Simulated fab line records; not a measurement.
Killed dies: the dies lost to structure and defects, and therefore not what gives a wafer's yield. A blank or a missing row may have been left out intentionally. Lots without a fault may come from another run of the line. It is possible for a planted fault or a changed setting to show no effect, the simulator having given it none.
fab line records | flow nandHarc
record: lots: 5 wafers: 15 lastDay: 24
route steps=1159 shown P_GATE@185
lots untouched by any fault: they come from a run of this same line in which no faults occurred
startH: hours from the record's first day to the start of the lot's first wafer shown | waitH: hours from the lot's prior step to this one | " same as the row above | L1.1+2: several wafers, shown together as one row | - no value, or no start given | * or withheld: withheld | < > ~ a bound
route shown NAME@n: NAME is a module with steps in the file, n the number in the route of the first one | usual: mean/standard deviation taken from wafers without a fault | same: alike in all rows | chamber/n: place in a boat | sites: per-site readings | _std_site: the standard deviation of these | _edge_site: outer sites' mean less inner sites' | radiusMm: how far each site lies from the wafer's centre | mask NAME#n: copy n | behind: the tool/chamber that last shaped the wafer | hold: the reason the lot was held/the length of the hold in hours/how it ended | device: which transistor (n, p or np) failed to switch | end of line: tests run on the same wafers once the route is complete | a step without rows: its recipe alone | killed: count of dies lost to structure and defects at first sort (not the wafer's yield) | map: per-die view of a wafer (x killed, . not killed, _ where there is no die)
set.NAME: the run value of the setting; set.NAME@STEP: its run value at that earlier step | model.NAME: the simulator's own value behind a step, which no gauge read
lots at selected steps of the route; one table per step, one row per wafer
services: the hour from which a tool's chamber was out of use, counted from the record's first day as startH (under 0 if before that day), plus the number of hours and why
== steps ==
step: NHARC_P_GATE_CD_MEAS_59
recipe: targetCdNm: 720 landingEnergyEv: 500
usual: cdNm: 720.1/1.8
columns lot.wafer tool chamber startH waitH cdNm
L783.1 cdSem-01 0 123.77 - 717.8
L783.3 " 0 " " 720.4
L783.5 " 0 " " 720.5
L790.1 cdSem-01 0 162.54 - 721.7
L790.3 " 0 " " 720.3
L790.5 " 0 " " 721.6
L791.1 cdSem-01 0 181.52 - 721.2
L791.3 " 0 " " 719.0
L791.4 " 0 " " 722.2
L796.1 cdSem-01 0 206.12 - 717.5
L796.2 " 0 " " 718.1
L796.6 " 0 " " 720.3
L802.1 cdSem-03 0 241.54 - 719.2
L802.2 " 0 " " 720.0
L802.4 " 0 " " 716.9
step: NHARC_P_GATE_HARDBAKE_60
recipe: tempC: 125 timeS: 80
step: NHARC_P_GATE_DESCUM_61
recipe: timeS: 3 o2FlowSccm: 200 arFlowSccm: 0 biasPowerW: 0 chemistry: O2
usual: drypumpMotorCurrentA: 5.6/0.41 mfcArSccm: 0.006/0.01 oesProductAu: 1.003/0.0083 rfVppV: 57.9/0.87 showerheadPlenumPTorr: 1.94/0.083 throttleValvePct: 11.311/0.0096
columns lot.wafer tool chamber startH waitH drypumpMotorCurrentA mfcArSccm oesProductAu rfHoursCounterH rfVppV showerheadPlenumPTorr throttleValvePct
L783.3 rieDiel-09 2 123.93 - 6.2 0 1.001 13 57.1 1.97 11.320
L783.1 " 1 " " 5.7 0.029 1.002 14 58.5 1.97 11.297
L783.5 " 2 " " 6.2 0 1.006 - 57.9 1.97 11.323
L790.3 rieDiel-11 2 162.72 - 5.4 0.028 0.999 28 58.7 2.00 11.328
L790.1 " 3 " " 5.6 0 0.999 28 58.5 2.05 11.306
L790.5 " 1 " " 5.7 0.005 1.002 - 59.2 2.00 11.308
L791.1 rieDiel-11 0 181.68 - 5.1 0 1.013 25 56.0 1.81 11.316
L791.3 " 1 " " 5.7 0.005 0.996 29 58.5 2.00 11.318
L791.4 " 2 " " 5.5 0.028 0.990 30 57.1 2.00 11.327
L796.1 rieDiel-06 1 206.31 - 6.1 0 1.011 50 56.4 1.86 11.306
L796.2 " 2 " " 5.0 0 1.018 51 56.9 1.97 11.319
L796.6 " 0 " " 5.6 0.003 1.015 - 58.4 1.79 11.301
L802.1 rieDiel-11 3 241.71 - 5.6 0 1.005 7 58.6 2.05 11.310
L802.4 " 0 " " 5.1 0 0.999 7 58.1 1.81 11.318
L802.2 " 2 " " 5.4 0.028 0.998 7 59.2 2.00 11.323
step: NHARC_P_GATE_IMPLANT_62
recipe: energyKev: 20 doseCm2: 3e+15 tiltDeg: 7
step: NHARC_P_GATE_STRIP_112
recipe: powerW: 1500 tempC: 110 timeS: 200 chemistry: N2/H2
usual: drypumpMotorCurrentA: 6.25/0.091 heaterPowerW: 88/5.3 rfReflPowerW: 24/11
columns lot.wafer tool chamber startH waitH drypumpMotorCurrentA heaterPowerW rfHoursCounterH rfReflPowerW
L783.1 plasmaAsher-01 0 124.30 0.2 6.27 83 3 14
L783.3 " 1 " " 6.13 89 - 45
L783.5 " 1 " " 6.14 88 - 44
L790.1 plasmaAsher-02 1 163.21 0.3 6.34 95 54 25
L790.3 " 0 " " 6.15 83 - 19
L790.5 " 0 " " 6.16 84 - 19
L791.1 plasmaAsher-01 1 182.05 0.2 6.11 88 24 44
L791.3 " 1 " " 6.14 89 - 44
L791.4 " 0 " " 6.22 81 - 14
L796.1 plasmaAsher-02 1 206.65 0.2 6.37 93 5 23
L796.2 " 0 " " 6.23 85 5 18
L796.6 " 0 " " 6.21 88 - 19
L802.1 plasmaAsher-01 0 242.07 0.2 6.27 81 43 14
L802.2 " 1 " " 6.13 88 43 45
L802.4 " 0 " " 6.21 80 - 14
step: NHARC_P_GATE_STRIP_76
recipe: powerW: 1500 tempC: 250 chemistry: O2
usual: drypumpMotorCurrentA: 6.24/0.093 heaterPowerW: 329/20 rfReflPowerW: 24/10
columns lot.wafer tool chamber startH waitH drypumpMotorCurrentA heaterPowerW rfHoursCounterH rfReflPowerW
L783.1 plasmaAsher-01 0 124.56 0.2 6.19 304 4 14
L783.3 " 1 " " 6.13 330 - 46
L783.5 " 1 " " 6.13 327 - 44
L790.1 plasmaAsher-02 1 163.47 0.2 6.39 358 54 24
L790.3 " 0 " " 6.22 318 - 19
L790.5 " 0 " " 6.27 315 - 19
L791.1 plasmaAsher-01 1 182.32 0.2 6.12 316 24 43
L791.3 " 1 " " 6.13 330 - 45
L791.4 " 0 " " 6.19 292 - 13
L796.1 plasmaAsher-02 1 206.91 0.2 6.30 344 5 25
L796.2 " 0 " " 6.22 321 5 19
L796.6 " 0 " " 6.21 315 - 18
L802.1 plasmaAsher-01 0 242.33 0.2 6.21 300 43 14
L802.2 " 1 " " 6.12 336 43 45
L802.4 " 0 " " 6.23 302 - 14
step: NHARC_P_GATE_STRIP_63
recipe: timeS: 900 tempC: 130 chemistry: SPM
step: NHARC_P_GATE_DEHYDRATE_83
recipe: tempC: 150 timeS: 120
step: NHARC_P_GATE_HMDS_84
recipe: timeS: 30
step: NHARC_P_GATE_COAT_85
recipe: spinRpm: 3000
step: NHARC_P_GATE_SOFTBAKE_86
recipe: tempC: 122 timeS: 95
step: NHARC_P_GATE_EBR_87
step: NHARC_P_GATE_EXPOSE_88
recipe: na: 0.6 targetCdNm: 2000 doseMj: 11.87 maskId: P_HVN
usual: stageVelMmS: 499.99/0.24
columns lot.wafer tool chamber startH waitH mask stageVelMmS
L783.1 krfScanner-01 0 125.33 - P_HVN#0 499.67
L783.3 " 0 " " P_HVN#0 500.26
L783.5 " 0 " " P_HVN#0 499.94
L790.1 krfScanner-02 0 164.23 - P_HVN#0 500.08
L790.3 " 0 " " P_HVN#0 499.84
L790.5 " 0 " " P_HVN#0 499.93
L791.1 krfScanner-02 0 183.08 - P_HVN_R1#0 500.23
L791.3 " 0 " " P_HVN_R1#0 499.97
L791.4 " 0 " " P_HVN_R1#0 500.30
L796.1 krfScanner-01 0 207.67 - P_HVN#0 499.99
L796.2 " 0 " " P_HVN#0 499.70
L796.6 " 0 " " P_HVN#0 500.10
L802.1 krfScanner-01 0 242.97 - P_HVN#0 499.79
L802.2 " 0 " " P_HVN#0 500.18
L802.4 " 0 " " P_HVN#0 500.14
step: NHARC_P_GATE_PEB_89
recipe: pebTempC: 118 pebTimeS: 85
step: NHARC_P_GATE_DEVELOP_90
recipe: timeS: 70
step: NHARC_P_GATE_CD_MEAS_91
recipe: targetCdNm: 2000 landingEnergyEv: 500
usual: cdNm: 2000.6/1.8
columns lot.wafer tool chamber startH waitH cdNm
L783.1 cdSem-01 0 125.49 - 2000.9
L783.3 " 0 " " 2004.6
L783.5 " 0 " " 2000.6
L790.1 cdSem-03 0 164.39 - 1998.8
L790.3 " 0 " " 2000.8
L790.5 " 0 " " 2000.2
L791.1 cdSem-02 0 183.24 - 1938.0
L791.3 " 0 " " 1940.0
L791.4 " 0 " " 1937.6
L796.1 cdSem-01 0 207.83 - 2002.1
L796.2 " 0 " " 2000.5
L796.6 " 0 " " 2000.3
L802.1 cdSem-02 0 243.13 - 2001.9
L802.2 " 0 " " 2002.7
L802.4 " 0 " " 1999.9
step: NHARC_P_GATE_HARDBAKE_92
recipe: tempC: 125 timeS: 80
step: NHARC_P_GATE_DESCUM_93
recipe: timeS: 3 o2FlowSccm: 200 arFlowSccm: 0 biasPowerW: 0 chemistry: O2
usual: drypumpMotorCurrentA: 5.6/0.44 mfcArSccm: 0.007/0.011 oesProductAu: 1.003/0.0079 rfVppV: 57.9/0.97 showerheadPlenumPTorr: 1.95/0.079 throttleValvePct: 11.312/0.0092
columns lot.wafer tool chamber startH waitH drypumpMotorCurrentA mfcArSccm oesProductAu rfHoursCounterH rfVppV showerheadPlenumPTorr throttleValvePct model.P_GATE.cdNm
L783.1 rieDiel-09 2 125.66 - 6.2 0 1.015 13 57.1 1.97 11.294 2000
L783.3 " 0 " " 4.8 0 1.009 14 58.8 1.92 11.331 2004
L783.5 " 2 " " 6.2 0 1.004 - 58.4 1.97 11.297 2000
L790.1 rieDiel-06 0 164.57 - 5.6 0.003 1.005 32 55.9 1.79 11.309 1998
L790.3 " 1 " " 6.0 0 1.001 33 56.7 1.87 11.324 2001
L790.5 " 3 " " 6.1 0 1.005 - 58.5 1.95 11.314 2001
L791.4 rieDiel-11 2 183.40 - 5.4 0.028 1.006 31 59.0 2.00 11.325 720.5
L791.1 " 0 " " 5.1 0 1.009 25 57.4 1.81 11.310 1937
L791.3 " 1 " " 5.7 0.005 1.000 29 57.8 2.00 11.305 1940
L796.1 rieDiel-09 2 208.00 - 6.2 0 1.003 41 58.1 1.96 11.303 2002
L796.2 " 3 " " 6.4 0.009 1.008 40 58.4 1.96 11.316 2000
L796.6 " 3 " " 6.4 0.009 1.001 - 59.3 1.96 11.305 2000
L802.1 rieDiel-11 1 243.30 - 5.7 0.005 1.005 8 57.0 2.00 11.316 2002
L802.4 " 2 " " 5.4 0.028 0.994 7 56.7 2.00 11.306 2000
L802.2 " 3 " " 5.6 0 1.001 7 57.2 2.05 11.314 2002
step: NHARC_P_GATE_IMPLANT_94
recipe: energyKev: 60 doseCm2: 2e+15 tiltDeg: 7
== services ==
columns tool chamber startH hours kind
rieDiel-06 0 101.13 2.3 repair
plasmaAsher-01 - 102.28 3.0 repair
rieDiel-09 - 106.78 0.4 repair
plasmaAsher-01 0 108.48 - clean
plasmaAsher-01 1 108.48 - clean
rieDiel-11 0 119.69 - clean
rieDiel-11 1 119.69 - clean
rieDiel-11 2 119.69 - clean
rieDiel-11 3 119.69 - clean
rieDiel-09 - 139.59 0.7 repair
rieDiel-11 0 144.19 - clean
rieDiel-11 1 144.19 - clean
rieDiel-11 2 144.19 - clean
rieDiel-11 3 144.19 - clean
krfScanner-02 - 152.48 0.2 repair
rieDiel-06 3 166.94 16.7 repair
rieDiel-11 0 168.69 - clean
plasmaAsher-02 - 183.20 9.0 pm
rieDiel-11 - 189.50 9.0 pm
krfScanner-02 - 210.00 4.0 pm
rieDiel-11 - 210.24 0.9 repair
rieDiel-09 - 214.98 1.6 repair
rieDiel-09 - 240.67 0.8 repair
rieDiel-06 - 242.47 9.0 pm
== key ==
firstSign: step: NHARC_P_GATE_EXPOSE_88 reading: mask direction: changed
effect: step: NHARC_P_GATE_CD_MEAS_91 reading: cdNm direction: down sigmas: 34 usual: 2000.6 struck: 1938.6
modelEffect: step: NHARC_P_GATE_DESCUM_93 value: P_GATE.cdNm without: 2001 struck: 1939
metAt NHARC_P_GATE_EXPOSE_88
struckWafers L791.1,L791.3,L791.4
testerLeftOut L791
onsetBetween 164.23 183.08
fault: kind: wrongMask tool: any chamber: - onsetH: 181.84 steps: NHARC_P_GATE_EXPOSE_88 auxCopy: P_HVN_R1#0 cdOffsetNm: -61.996 scope: struckLotsOnly
testerLeftOut: of these lots the tester's yield and bins aren't shown, on N5 and GAA mostly nor the transistor test; their killed dies are dies lost to structure and defects alone, not to doping, threshold or leakage, so they don't give the yield
